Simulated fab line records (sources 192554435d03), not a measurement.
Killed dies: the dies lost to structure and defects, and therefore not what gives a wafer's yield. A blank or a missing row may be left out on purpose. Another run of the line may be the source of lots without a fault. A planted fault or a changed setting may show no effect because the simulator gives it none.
fab line records	flow n5Finfet
record lots=4	wafers=12	lastDay=17
route steps=1938 shown BEOL_M4@1099 BEOL_M5@1112 BEOL_M6@1214 PASSIVATION@1936
lots that met no fault: from a run of the same line without faults
startH: hours from the record's first day to the start of the lot's first wafer shown	waitH: hours from the lot's prior step to this one	" unchanged from the row above	L1.1+2: a row that stands for several wafers	- either no value or no given start	* or withheld: withheld	< > ~ a bound
route shown NAME@n: names a module that has steps shown in the file, with the first one's number in the route	usual: mean/standard deviation taken from wafers without a fault	same: alike in all rows	chamber/n: place in a boat	sites: per-site readings	_std_site: the standard deviation of these	_edge_site: mean of outer sites minus mean of inner sites	radiusMm: how far each site lies from the wafer's centre	mask NAME#n: copy n	behind: the most recent tool/chamber to have shaped the wafer	hold: what put the lot on hold/how long, in hours/how the hold closed	device: which transistor (n, p or np) failed to switch	end of line: tests of these same wafers at the route's end	where a step has no rows: the recipe by itself	killed: count of dies lost to structure and defects at first sort (not the wafer's yield)	map: per-die view of a wafer (x killed, . not killed, _ where there is no die)
set.NAME: setting as actually run; set.NAME@STEP: the setting as run at that earlier step	model.NAME: the simulator's own value behind a step, which no gauge read
lots at some steps of the route; a table a step, a row a wafer
services: from which hour (startH, from the record's first day; less than 0 if before it) a tool's chamber was out of use, for how many hours, and why
## steps
# step N5_BEOL_M4_ANNEAL_95
# recipe tempC=400	timeS=240	ambient=vacuum
# step N5_BEOL_M4_SPUTTER_96
# recipe material=Cu	targetThkA=45	tempC=-20	chamberPressurePa=0.07	powerW=withheld	timeS=8.29
# step N5_BEOL_M4_ECD_50
# recipe material=Cu	targetThkA=3000
# step N5_BEOL_M4_ANNEAL_51
# recipe tempC=225	timeS=90	ambient=N2
# step N5_BEOL_M4_CMP_52
# recipe stopOn=SiOC	tOverpolishS=6.8	downForcePsi=1	platenRpm=50	clearingPlatenDownForcePsi=1.5	clearingPlatenRpm=50	postCmpClean=cuAlkaline	targetThkNm=40	clearingPlatenPadVelocityMS=0.99484	padVelocityMS=0.99484
# step N5_BEOL_M4_PRE_CLEAN_60
# recipe gas=NH3/H2	timeS=15	tempC=*	rfPowerW=300
# step N5_BEOL_M4_CO_CAP_55
# recipe material=Co	targetThkA=20	tempC=200	precursor=CCTBA/H2	pressureTorr=30	timeS=102.1
# step N5_BEOL_M4_PRE_CLEAN_56
# recipe gas=NH3	timeS=15	tempC=withheld	rfPowerW=300
# step N5_BEOL_M4_DEP_57
# recipe material=SiCN	targetThkA=80	tempC=withheld	precursor=3MS/NH3	pressureTorr=3	rfW=202	timeS=14
# step N5_BEOL_M4_RC_MEAS_101
# usual DIBL_N=36.0/2	DIBL_P=35.9/2.5	IOFF_N=0.16/0.038	IOFF_P=0.21/0.04	ION_N=675/14	ION_P=462/9.4	SS_N=71.5/0.75	SS_P=73.2/0.74	VT_N=250/3.9	VT_P=-251/3.2
lot.wafer	tool	chamber	startH	waitH	DIBL_N[mV/V]	DIBL_P[mV/V]	IOFF_N[nA/um]	IOFF_P[nA/um]	ION_N[uA/um]	ION_P[uA/um]	SS_N[mV/dec]	SS_P[mV/dec]	VT_N[mV]	VT_P[mV]
L257.3	prober-01	0	197.43	0.3	39.6	40.5	0.21	0.26	679	463	72.7	73.6	247	-250
L257.4	"	0	"	"	35.5	36.5	0.13	0.19	644	446	70.8	73.6	255	-254
L257.5	"	0	"	"	38.2	37.5	0.19	0.20	671	452	72.4	74.1	249	-255
L263.1	prober-02	0	229.23	0.0	35.7	35.8	0.16	0.19	665	455	71.7	72.5	250	-251
L263.4	"	0	"	"	38.8	41.0	0.23	0.27	694	467	72.6	74.4	244	-247
L263.5	"	0	"	"	33.3	34.3	0.12	0.18	669	461	70.8	72.6	251	-252
L266.1	prober-01	0	242.90	0.0	33.6	32.9	0.12	0.17	664	450	71.2	72.1	254	-251
L266.2	"	0	"	"	35.5	33.9	0.15	0.19	667	450	72.2	72.3	248	-249
L266.4	"	0	"	"	35.4	34.9	0.15	0.21	655	448	71.9	73.4	250	-250
L275.1	prober-01	0	300.77	0.0	32.7	31.4	0.10	0.14	658	453	71.3	71.8	255	-255
L275.2	"	0	"	"	33.0	31.8	0.11	0.14	659	458	70.3	71.8	255	-257
L275.3	"	0	"	"	37.0	37.5	0.14	0.20	673	463	71.5	73.6	252	-252
# step N5_BEOL_M5_ILD_DEP_00
# recipe material=SiCOH_lowk	targetThkA=1406.4	tempC=300	precursor=DEMS/porogen	pressureTorr=5	rfW=500	timeS=25.9
# step N5_BEOL_M5_CURE_79
# recipe tempC=385	timeS=240	ambient=He/Ar	material=SiCOH_lowk
# step N5_BEOL_M5_PECVD_70
# recipe material=SiO2	targetThkA=160	tempC=400	precursor=TEOS/O2	pressureTorr=5.5	rfW=450	teosFlowSccm=53.8	gas=O2	flowSccm=3000	timeS=18
# step N5_BEOL_M5_HM_DEP_02
# recipe material=TiN	targetThkA=200	tempC=25	chamberPressurePa=0.49996
# step N5_BEOL_M5_COAT_59
# recipe resist=SOC	tempC=250	timeS=60	spinRpm=1500	resistThkNm=60
# step N5_BEOL_M5_COAT_60
# recipe resist=SiARC	tempC=220	timeS=60	spinRpm=1500	resistThkNm=12
# step N5_BEOL_M5_COAT_71
# recipe resist=underlayer	tempC=205	timeS=60	spinRpm=1500	resistThkNm=5
# step N5_BEOL_M5_COAT_05
# recipe resist=CAR-EUV	spinRpm=1500	resistThkNm=30
# step N5_BEOL_M5_EBR_07
# recipe solvent=PGMEA	ebrWidthMm=1.5
# step N5_BEOL_M5_SOFTBAKE_06
# recipe tempC=110	timeS=60	resist=CAR-EUV
# step N5_BEOL_M5_EXPOSE_08
# recipe maskId=M5	na=0.33	sourceShape=annular	sigmaInner=0.4	sigmaOuter=0.8	polarization=unpolarized	targetCdNm=28	doseMj=35.75
# step N5_BEOL_M5_PEB_09
# recipe pebTempC=100	pebTimeS=60	resist=CAR-EUV
# step N5_BEOL_M5_DEVELOP_10
# recipe developTimeS=30	developer=TMAH	resist=CAR-EUV	rinseLiquid=surfactantRinse	dry=airSpin	devTempC=23
# step N5_BEOL_M5_DESCUM_16
# recipe chemistry=O2	timeS=7	sourcePowerW=50	biasPowerW=20	pressureMtorr=20	rfFrequencyHz=2.712e+07	tempC=40	resist=CAR-EUV	o2FlowSccm=225
# step N5_BEOL_M5_ETCH_72
# recipe chemistry=N2/H2	target=underlayer	targetDepthA=65	maskMaterial=CAR-EUV	timeS=5.2	ionEnergyEv=200	pressureMtorr=30	sourceW=840	biasW=150	n2FlowSccm=200	h2FlowSccm=200	ends=cleared
# step N5_BEOL_M5_ETCH_61
# recipe chemistry=CF4	target=SiARC	targetDepthA=156	maskMaterial=CAR-EUV	timeS=26	ionEnergyEv=80	pressureMtorr=40	sourceW=545	biasW=36	Ar_flow_sccm=100	cf4FlowSccm=100	ends=cleared
# step N5_BEOL_M5_ETCH_62
# recipe chemistry=N2/H2	target=SOC	targetDepthA=750	overetchA=150	maskMaterial=SiARC	tempC=40	timeS=112.5	ionEnergyEv=200	pressureMtorr=30	sourceW=840	biasW=150	n2FlowSccm=200	h2FlowSccm=200
# step N5_BEOL_M5_STRIP_63
# recipe chemistry=N2/H2	tempC=40	n2FlowSccm=200	h2FlowSccm=200	rfFrequencyHz=6e+07
# step N5_BEOL_M5_STRIP_73
# recipe chemistry=N2/H2	tempC=40	n2FlowSccm=200	h2FlowSccm=200	rfFrequencyHz=6e+07
# step N5_BEOL_M5_STRIP_64
# recipe chemistry=CF4	resist=SiARC	powerW=300	biasPowerW=75	pressureMtorr=50	cf4FlowSccm=150	rfFrequencyHz=6e+07
# step N5_BEOL_M5_HM_OPEN_17
# recipe chemistry=Cl2/BCl3	targetDepthA=200	overetchA=60	target=TiN	maskMaterial=SOC	ionEnergyEv=150	pressureMtorr=10	icpW=1000	biasW=126	Cl2_flow_sccm=53.25	bcl3FlowSccm=21.75	Ar_flow_sccm=25
# step N5_BEOL_M5_STRIP_19
# recipe chemistry=O2	powerW=400	tempC=40	pressureMtorr=30	rfFrequencyHz=6e+07	biasPowerW=0	overashFraction=0.2	o2FlowSccm=225
# step N5_BEOL_M5_COAT_65
# recipe resist=SOC	tempC=250	timeS=60	spinRpm=1500	resistThkNm=60
# step N5_BEOL_M5_COAT_66
# recipe resist=SiARC	tempC=220	timeS=60	spinRpm=1500	resistThkNm=12
# step N5_BEOL_M6_STRIP_67
# recipe chemistry=CF4	resist=SiARC	powerW=300	biasPowerW=75	pressureMtorr=50	cf4FlowSccm=150	rfFrequencyHz=6e+07
# usual biasPowerW=75.02/0.21	cf4FlowSccm=150.0/0.46	drypumpMotorCurrentA=5.6/0.42	oesProductAu=0.81/0.09	rfVppV=271.1/1.3	showerheadPlenumPTorr=1.79/0.039	throttleValvePct=13.60/0.22
lot.wafer	tool	chamber	startH	waitH	biasPowerW	cf4FlowSccm	drypumpMotorCurrentA	oesProductAu	rfHoursCounterH	rfVppV	showerheadPlenumPTorr	throttleValvePct	model.SiARC_of_BEOL_M6_COAT_60.thkNm
L257.3	rieDiel-03	1	212.50	0.0	74.93	149.6	6.3	0.82	92	270.6	1.80	13.53	0
L257.4	"	0	"	"	75.32	150.3	5.8	0.98	3	270.3	1.79	13.38	0
L257.5	"	3	"	"	75.16	150.5	5.4	0.87	-	274.0	1.82	13.43	0
L263.1	rieDiel-03	2	243.28	0.0	-	-	-	-	-	-	-	-	28
L263.4	"	1	"	"	-	-	-	-	-	-	-	-	28.2
L263.5	"	2	"	"	-	-	-	-	-	-	-	-	28
L266.1	rieDiel-04	0	261.40	0.0	-	-	-	-	-	-	-	-	28
L266.2	"	3	"	"	-	-	-	-	-	-	-	-	28
L266.4	"	2	"	"	-	-	-	-	-	-	-	-	28.2
L275.1	rieDiel-05	1	315.94	0.0	75.31	149.9	5.2	0.84	64	272.4	1.81	13.57	0
L275.2	"	0	"	"	74.93	150.1	6.0	0.68	233	270.4	1.71	13.85	0
L275.3	"	3	"	"	75.09	150.2	5.8	0.69	222	271.1	1.79	14.09	0
# step N5_BEOL_M6_STRIP_19
# recipe chemistry=O2	powerW=400	tempC=40	pressureMtorr=30	rfFrequencyHz=6e+07	biasPowerW=0	overashFraction=0.2	o2FlowSccm=225
# usual chamberPressureMTorr=30.002/0.027	drypumpMotorCurrentA=5.6/0.41	oesProductAu=0.80/0.088	rfVppV=3.8/0.61	showerheadPlenumPTorr=2.09/0.059	throttleValvePct=16.82/0.19
# same biasPowerW=0
lot.wafer	tool	chamber	startH	waitH	chamberPressureMTorr	drypumpMotorCurrentA	oesProductAu	rfHoursCounterH	rfVppV	showerheadPlenumPTorr	throttleValvePct	model.SOC_of_BEOL_M6_COAT_59.thkNm
L257.3	rieDiel-04	3	212.66	0.1	29.981	6.2	0.69	244	3.6	2.17	16.89	0
L257.4	"	1	"	"	29.988	5.3	0.85	59	5.5	2.02	16.68	0
L257.5	"	3	"	"	29.989	6.2	0.69	-	4.5	2.17	16.88	0
L263.1	rieDiel-04	2	243.55	0.2	29.998	5.5	0.87	49	3.8	2.07	16.94	92.4
L263.4	"	0	"	"	30.051	4.8	0.81	-	3.1	2.14	16.70	92.8
L263.5	"	2	"	"	29.993	5.5	0.87	-	3.7	2.07	16.94	91.6
L266.1	rieDiel-04	3	261.56	0.1	30.053	6.3	0.97	4	3.7	2.16	16.45	92.6
L266.2	"	2	"	"	30.004	5.5	0.86	56	3.0	2.07	16.93	92
L266.4	"	1	"	"	30.001	5.3	0.82	79	2.4	2.01	16.71	92
L275.1	rieDiel-05	1	316.10	0.1	29.992	5.3	0.85	64	3.3	2.14	16.85	0
L275.2	"	3	"	"	29.978	5.8	0.68	222	3.6	2.09	17.20	0
L275.3	"	0	"	"	29.917	6.0	0.68	233	4.3	1.99	16.89	0
# step N5_BEOL_M6_ETCH_66
# recipe chemistry=N2/H2	target=SOC	targetDepthA=800	overetchA=160	maskMaterial=SiARC	tempC=40	timeS=120	ionEnergyEv=200	pressureMtorr=30	sourceW=840	biasW=150	n2FlowSccm=200	h2FlowSccm=200
# usual drypumpMotorCurrentA=5.6/0.43	h2FlowSccm=200.1/0.64	oesProductAu=0.62/0.064	rfVppV=523.7/1.8	showerheadPlenumPTorr=2.54/0.059	throttleValvePct=17.92/0.23
lot.wafer	tool	chamber	startH	waitH	drypumpMotorCurrentA	h2FlowSccm	oesProductAu	rfHoursCounterH	rfVppV	showerheadPlenumPTorr	throttleValvePct	model.etch.depthNm
L257.3	rieDiel-05	1	215.20	0.0	5.3	199.4	0.68	28	526.0	2.62	18.14	60.25
L257.4	"	2	"	"	5.3	200.5	0.58	126	523.5	2.57	18.03	60.25
L257.5	"	0	"	"	6.0	200.1	0.54	-	520.2	2.42	17.86	59.99
L263.1	rieDiel-03	3	245.83	0.0	5.5	199.9	0.88	53	524.8	2.59	17.98	101.5
L263.4	"	1	"	"	6.3	200.8	0.79	107	525.5	2.56	17.92	93.46
L263.5	"	2	"	"	5.4	200.3	1.01	-	526.3	2.60	17.59	100.4
L266.1	rieDiel-04	1	263.38	0.0	5.3	200.0	0.81	79	523.2	2.50	18.23	96.23
L266.2	"	0	"	"	4.8	199.9	0.82	107	524.5	2.53	17.48	99.4
L266.4	"	3	"	"	6.3	200.4	1.00	5	525.8	2.61	17.69	101.9
L275.1	rieDiel-04	3	317.12	0.0	6.3	199.9	0.69	23	526.5	2.61	17.71	59.89
L275.2	"	2	"	"	5.5	199.6	0.63	75	521.2	2.48	18.06	59.8
L275.3	"	1	"	"	5.3	201.1	0.61	97	521.1	2.49	18.22	59.71
# step N5_BEOL_M6_VIA_ETCH_34
# recipe chemistry=C4F6/O2	target=SiCOH_lowk	targetDepthA=1263	maskMaterial=SOC	taperDeg=4	timeS=50.9	ionEnergyEv=250	pressureMtorr=30	sourceW=345	biasW=185	Ar_flow_sccm=300	C4F6_flow_sccm=10	O2_flow_sccm=10
# usual O2_flow_sccm=10.00/0.032	drypumpMotorCurrentA=5.6/0.42	oesProductAu=0.81/0.094	rfVppV=664/17	showerheadPlenumPTorr=2.83/0.067	throttleValvePct=20.93/0.19
lot.wafer	tool	chamber	startH	waitH	O2_flow_sccm	drypumpMotorCurrentA	oesProductAu	rfHoursCounterH	rfVppV	showerheadPlenumPTorr	throttleValvePct
L257.3	rieDiel-05	1	215.30	0.0	10.03	5.3	0.90	28	639	2.92	21.11
L257.4	"	2	"	"	10.04	5.3	0.73	126	655	2.84	20.81
L257.5	"	0	"	"	10.00	6.0	0.69	-	647	2.69	20.85
L263.1	rieDiel-03	3	245.93	0.0	9.99	5.4	0.31	53	673	2.90	20.82
L263.4	"	1	"	"	10.02	6.3	0.30	107	698	2.85	20.76
L263.5	"	2	"	"	9.97	5.4	0.38	-	676	2.88	20.45
L266.1	rieDiel-04	1	263.49	0.0	9.97	5.3	0.30	79	675	2.78	21.04
L266.2	"	0	"	"	9.99	4.9	0.30	107	677	2.87	20.69
L266.4	"	3	"	"	10.00	6.3	0.37	5	680	2.90	20.42
L275.1	rieDiel-04	3	317.22	0.0	10.09	6.3	0.91	23	681	2.89	20.60
L275.2	"	2	"	"	10.03	5.5	0.83	75	658	2.74	20.93
L275.3	"	1	"	"	9.98	5.3	0.80	97	675	2.77	21.21
# step N5_BEOL_M6_ETCH_41
# recipe chemistry=CH3F/O2	target=SiCN	targetDepthA=297	taperDeg=2	timeS=52	ionEnergyEv=120	maskMaterial=TiN	pressureMtorr=30	sourceW=395	biasW=75	Ar_flow_sccm=150	CH3F_flow_sccm=30	O2_flow_sccm=20
# usual O2_flow_sccm=20.00/0.061	drypumpMotorCurrentA=5.6/0.42	oesProductAu=0.81/0.093	rfVppV=297.2/1.3	showerheadPlenumPTorr=1.99/0.049	throttleValvePct=16.35/0.18
lot.wafer	tool	chamber	startH	waitH	O2_flow_sccm	drypumpMotorCurrentA	oesProductAu	rfHoursCounterH	rfVppV	showerheadPlenumPTorr	throttleValvePct	model.SiARC_of_BEOL_M6_COAT_60.thkNm
L257.3	rieDiel-05	2	-	-	19.92	5.3	0.74	126	295.7	2.00	16.25	0
L257.4	"	0	"	"	20.00	6.0	0.69	-	295.8	1.89	16.36	0
L257.5	"	2	"	"	20.01	5.3	0.74	-	296.3	2.00	16.25	0
L263.1	rieDiel-03	3	-	-	19.99	5.5	0.88	53	299.4	2.04	16.30	18
L263.4	"	1	"	"	20.02	6.3	0.79	107	298.4	2.01	16.35	18.6
L263.5	"	2	"	"	20.02	5.4	0.99	-	298.9	2.03	16.09	17.6
L266.1	rieDiel-04	1	-	-	19.89	5.3	0.82	79	296.8	1.95	16.55	18.4
L266.2	"	0	"	"	19.92	4.8	0.81	107	298.5	2.02	16.24	17.6
L266.4	"	3	"	"	19.88	6.3	0.98	5	297.4	2.04	15.97	17.8
L275.1	rieDiel-04	3	-	-	20.03	6.3	0.91	23	298.0	2.04	15.99	0
L275.2	"	2	"	"	20.03	5.5	0.83	75	295.1	1.93	16.38	0
L275.3	"	1	"	"	20.00	5.3	0.79	97	295.7	1.94	16.58	0
# step N5_BEOL_M6_OCD_MEAS_38
# usual trenchDepthNm=94.6/2.8
lot.wafer	tool	chamber	startH	waitH	trenchDepthNm
L257.3	ocd-01	-	215.55	-	89.8
L257.4	"	-	"	"	91.1
L257.5	"	-	"	"	91.6
L263.1	ocd-01	-	246.18	-	-
L263.4	"	-	"	"	-
L263.5	"	-	"	"	-
L266.1	ocd-01	-	263.73	-	-
L266.2	"	-	"	"	-
L266.4	"	-	"	"	-
L275.1	ocd-02	-	317.47	-	96.6
L275.2	"	-	"	"	95.7
L275.3	"	-	"	"	94.5
# step N5_PASSIVATION_PROBE_49
# usual defectLimitedYield=91.3/1.5	killed_at_M0_to_M3=33/12	killed_at_M4_up=15/5.2	killedAtContacts=12/5.1	killedAtFrontEnd=39/11	killedAtOther=5/3.6	killedDies=103/18	killedOnRim=14/4.3	killedOpen=67/13	killedShort=33/7.8	sort_bin_5_function=5.1/0.96	sort_bin_6_memory=3.2/0.71	sortNPass=1077/18	sortYieldPct=91.3/1.5
# same grossDies=1180	killedAtBackSide=0	sort_bin_4_leakage[%]=0	sort_bin_8_speed[%]=0
lot.wafer	tool	chamber	startH	waitH	defectLimitedYield[%]	killed_at_M0_to_M3	killed_at_M4_up	killedAtContacts	killedAtFrontEnd	killedAtOther	killedDies	killedOnRim	killedOpen	killedShort	sort_bin_5_function[%]	sort_bin_6_memory[%]	sortNPass	sortYieldPct[%]
L263.1	prober-02	-	327.90	0.0	0	54	1088	8	28	2	1180	152	74	37	95.8	3.6	0	0
L263.4	prober-02	-	328.05	0.2	0	55	1082	9	25	9	1180	152	71	42	96.1	3.6	0	0
L263.5	prober-02	-	328.10	0.2	0	62	1077	11	27	3	1180	152	72	50	94.8	4.8	0	0
L266.1	prober-02	-	348.79	0.0	0	38	1055	13	69	5	1180	152	92	40	95.2	4.3	0	0
L266.2	prober-02	-	348.84	0.1	0	17	1088	14	45	16	1180	152	64	34	96.6	2.9	0	0
L266.4	prober-02	-	348.94	0.2	0	14	1100	9	49	8	1180	152	62	30	96.9	2.9	0	0
# killed by level:class
L263.1 BEOL_M6:areaEtch=1068 BEOL_M2:geometricParticle:open=15 BEOL_M0_SAQP:geometricParticle:short=13 STARTING-WAFER:geometricParticle:short=9 STI_FIN_REVEAL:geometricParticle:open=7 MOL_CONTACT_COAG:geometricParticle:open=7 BEOL_M0_SAQP:geometricParticle:open=7 BEOL_M3:geometricParticle:open=7
L263.4 BEOL_M6:areaEtch=1066 BEOL_M2:geometricParticle:open=15 BEOL_M0_SAQP:geometricParticle:open=14 MOL_CONTACT_COAG:geometricParticle:open=8 BEOL_M0_SAQP:geometricParticle:short=7 BEOL_M1:geometricParticle:open=7 STARTING-WAFER:geometricParticle:short=5 BEOL_M4:geometricParticle:open=5
L263.5 BEOL_M6:areaEtch=1057 BEOL_M0_SAQP:geometricParticle:short=18 BEOL_M0_SAQP:geometricParticle:open=15 MOL_CONTACT_COAG:geometricParticle:open=10 BEOL_M4:geometricParticle:open=8 FIN_SAQP:geometricParticle:open=7 BEOL_M0:geometricParticle:short=6 BEOL_M3:geometricParticle:open=6
L266.1 BEOL_M6:areaEtch=1047 FIN_SAQP:geometricParticle:open=17 STI_FIN_REVEAL:geometricParticle:open=16 MOL_CONTACT_COAG:geometricParticle:open=11 GATE_CUT:geometricParticle:short=8 FIN_SAQP:geometricParticle:short=7 GATE_CUT:geometricParticle:open=7 BEOL_M0_SAQP:geometricParticle:short=7
L266.2 BEOL_M6:areaEtch=1082 STI_FIN_REVEAL:geometricParticle:open=14 MOL_CONTACT_COAG:geometricParticle:open=11 FIN_SAQP:geometricParticle:short=9 FIN_SAQP:geometricParticle:open=8 BEOL_M1:geometricParticle:open=6 GATE_CUT:geometricParticle:short=5 MIM_TOP:geometricParticle:open=4
L266.4 BEOL_M6:areaEtch=1088 FIN_SAQP:geometricParticle:open=11 STI_FIN_REVEAL:geometricParticle:open=9 FIN_SAQP:geometricParticle:short=8 MOL_CONTACT_COAG:geometricParticle:open=8 GATE_CUT:geometricParticle:short=7 BEOL_M4:geometricParticle:open=5 STARTING-WAFER:geometricParticle:open=5
# map L263.1 (x killed, . not)
_________________xxxxxxxxxxxx________________
______________xxxxxxxxxxxxxxxxxx_____________
___________xxxxxxxxxxxxxxxxxxxxxxxx__________
__________xxxxxxxxxxxxxxxxxxxxxxxxxx_________
________xxxxxxxxxxxxxxxxxxxxxxxxxxxxxx_______
_______xxxxxxxxxxxxxxxxxxxxxxxxxxxxxxxx______
______xxxxxxxxxxxxxxxxxxxxxxxxxxxxxxxxxx_____
_____xxxxxxxxxxxxxxxxxxxxxxxxxxxxxxxxxxxx____
____xxxxxxxxxxxxxxxxxxxxxxxxxxxxxxxxxxxxxx___
___xxxxxxxxxxxxxxxxxxxxxxxxxxxxxxxxxxxxxxxx__
___xxxxxxxxxxxxxxxxxxxxxxxxxxxxxxxxxxxxxxxx__
__xxxxxxxxxxxxxxxxxxxxxxxxxxxxxxxxxxxxxxxxxx_
__xxxxxxxxxxxxxxxxxxxxxxxxxxxxxxxxxxxxxxxxxx_
_xxxxxxxxxxxxxxxxxxxxxxxxxxxxxxxxxxxxxxxxxxxx
_xxxxxxxxxxxxxxxxxxxxxxxxxxxxxxxxxxxxxxxxxxxx
_xxxxxxxxxxxxxxxxxxxxxxxxxxxxxxxxxxxxxxxxxxxx
_xxxxxxxxxxxxxxxxxxxxxxxxxxxxxxxxxxxxxxxxxxxx
_xxxxxxxxxxxxxxxxxxxxxxxxxxxxxxxxxxxxxxxxxxxx
_xxxxxxxxxxxxxxxxxxxxxxxxxxxxxxxxxxxxxxxxxxxx
_xxxxxxxxxxxxxxxxxxxxxxxxxxxxxxxxxxxxxxxxxxxx
_xxxxxxxxxxxxxxxxxxxxxxxxxxxxxxxxxxxxxxxxxxxx
__xxxxxxxxxxxxxxxxxxxxxxxxxxxxxxxxxxxxxxxxxx_
__xxxxxxxxxxxxxxxxxxxxxxxxxxxxxxxxxxxxxxxxxx_
___xxxxxxxxxxxxxxxxxxxxxxxxxxxxxxxxxxxxxxxx__
___xxxxxxxxxxxxxxxxxxxxxxxxxxxxxxxxxxxxxxxx__
____xxxxxxxxxxxxxxxxxxxxxxxxxxxxxxxxxxxxxx___
_____xxxxxxxxxxxxxxxxxxxxxxxxxxxxxxxxxxxx____
______xxxxxxxxxxxxxxxxxxxxxxxxxxxxxxxxxx_____
_______xxxxxxxxxxxxxxxxxxxxxxxxxxxxxxxx______
________xxxxxxxxxxxxxxxxxxxxxxxxxxxxxx_______
__________xxxxxxxxxxxxxxxxxxxxxxxxxx_________
___________xxxxxxxxxxxxxxxxxxxxxxxx__________
______________xxxxxxxxxxxxxxxxxx_____________
_________________xxxxxxxxxxxx________________
# map L266.1 (x killed, . not)
_________________xxxxxxxxxxxx________________
______________xxxxxxxxxxxxxxxxxx_____________
___________xxxxxxxxxxxxxxxxxxxxxxxx__________
__________xxxxxxxxxxxxxxxxxxxxxxxxxx_________
________xxxxxxxxxxxxxxxxxxxxxxxxxxxxxx_______
_______xxxxxxxxxxxxxxxxxxxxxxxxxxxxxxxx______
______xxxxxxxxxxxxxxxxxxxxxxxxxxxxxxxxxx_____
_____xxxxxxxxxxxxxxxxxxxxxxxxxxxxxxxxxxxx____
____xxxxxxxxxxxxxxxxxxxxxxxxxxxxxxxxxxxxxx___
___xxxxxxxxxxxxxxxxxxxxxxxxxxxxxxxxxxxxxxxx__
___xxxxxxxxxxxxxxxxxxxxxxxxxxxxxxxxxxxxxxxx__
__xxxxxxxxxxxxxxxxxxxxxxxxxxxxxxxxxxxxxxxxxx_
__xxxxxxxxxxxxxxxxxxxxxxxxxxxxxxxxxxxxxxxxxx_
_xxxxxxxxxxxxxxxxxxxxxxxxxxxxxxxxxxxxxxxxxxxx
_xxxxxxxxxxxxxxxxxxxxxxxxxxxxxxxxxxxxxxxxxxxx
_xxxxxxxxxxxxxxxxxxxxxxxxxxxxxxxxxxxxxxxxxxxx
_xxxxxxxxxxxxxxxxxxxxxxxxxxxxxxxxxxxxxxxxxxxx
_xxxxxxxxxxxxxxxxxxxxxxxxxxxxxxxxxxxxxxxxxxxx
_xxxxxxxxxxxxxxxxxxxxxxxxxxxxxxxxxxxxxxxxxxxx
_xxxxxxxxxxxxxxxxxxxxxxxxxxxxxxxxxxxxxxxxxxxx
_xxxxxxxxxxxxxxxxxxxxxxxxxxxxxxxxxxxxxxxxxxxx
__xxxxxxxxxxxxxxxxxxxxxxxxxxxxxxxxxxxxxxxxxx_
__xxxxxxxxxxxxxxxxxxxxxxxxxxxxxxxxxxxxxxxxxx_
___xxxxxxxxxxxxxxxxxxxxxxxxxxxxxxxxxxxxxxxx__
___xxxxxxxxxxxxxxxxxxxxxxxxxxxxxxxxxxxxxxxx__
____xxxxxxxxxxxxxxxxxxxxxxxxxxxxxxxxxxxxxx___
_____xxxxxxxxxxxxxxxxxxxxxxxxxxxxxxxxxxxx____
______xxxxxxxxxxxxxxxxxxxxxxxxxxxxxxxxxx_____
_______xxxxxxxxxxxxxxxxxxxxxxxxxxxxxxxx______
________xxxxxxxxxxxxxxxxxxxxxxxxxxxxxx_______
__________xxxxxxxxxxxxxxxxxxxxxxxxxx_________
___________xxxxxxxxxxxxxxxxxxxxxxxx__________
______________xxxxxxxxxxxxxxxxxx_____________
_________________xxxxxxxxxxxx________________
## services
tool	chamber	startH	hours	kind
rieDiel-04	2	205.62	6.8	repair
rieDiel-03	2	222.26	-	clean
rieDiel-03	2	222.26	-	consumableReplace:focusRing
rieDiel-03	2	222.26	19.4	scheduledDown
rieDiel-03	2	222.26	19.4	ventCycle
rieDiel-04	3	229.79	-	clean
rieDiel-04	3	229.79	-	consumableReplace:focusRing
rieDiel-04	3	229.79	18.8	scheduledDown
rieDiel-04	3	229.79	18.8	ventCycle
rieDiel-05	3	257.16	2.8	repair
rieDiel-04	2	277.62	3.7	repair
rieDiel-05	-	312.87	0.5	repair
rieDiel-05	-	314.04	0.3	repair
## key
firstSign step=N5_BEOL_M6_STRIP_67	reading=toolRecord	direction=missing
effect step=N5_BEOL_M6_ETCH_66	reading=oesProductAu	direction=up	sigmas=4.1	usual=0.62	struck=0.88
effect step=N5_BEOL_M6_VIA_ETCH_34	reading=oesProductAu	direction=down	sigmas=5.2	usual=0.81	struck=0.33
effect step=N5_BEOL_M6_OCD_MEAS_38	reading=trenchDepthNm	direction=missing
effect step=N5_PASSIVATION_PROBE_49	reading=killed_at_M4_up	direction=up	sigmas=99+	usual=15	struck=1082
modelEffect step=N5_BEOL_M6_STRIP_67	value=SiARC_of_BEOL_M6_COAT_60.thkNm	without=0	struck=28.07
modelEffect step=N5_BEOL_M6_STRIP_19	value=SOC_of_BEOL_M6_COAT_59.thkNm	without=0	struck=92.23
modelEffect step=N5_BEOL_M6_ETCH_66	value=etch.depthNm	without=60.1	struck=98.8
modelEffect step=N5_BEOL_M6_ETCH_41	value=SiARC_of_BEOL_M6_COAT_60.thkNm	without=0	struck=18
moreKillsBornAt N5_BEOL_M6_ETCH_66@rieDiel-04=3217	N5_BEOL_M6_ETCH_66@rieDiel-03=3191
metAt N5_BEOL_M6_STRIP_67
struckWafers L263.1,L263.4,L263.5,L266.1,L266.2,L266.4
laterRowsLeftOut L263.1,L263.4,L263.5,L266.1,L266.2,L266.4
onsetBetween 212.50 243.28
fault kind=skippedStepWhole	tool=rieDiel-03,rieDiel-04	chamber=-	onsetH=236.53	steps=N5_BEOL_M6_STRIP_67	scope=struckLotsOnly
# laterRowsLeftOut: the simulator's readings of these wafers behind a module that went badly wrong aren't trusted and aren't shown, but for the sort
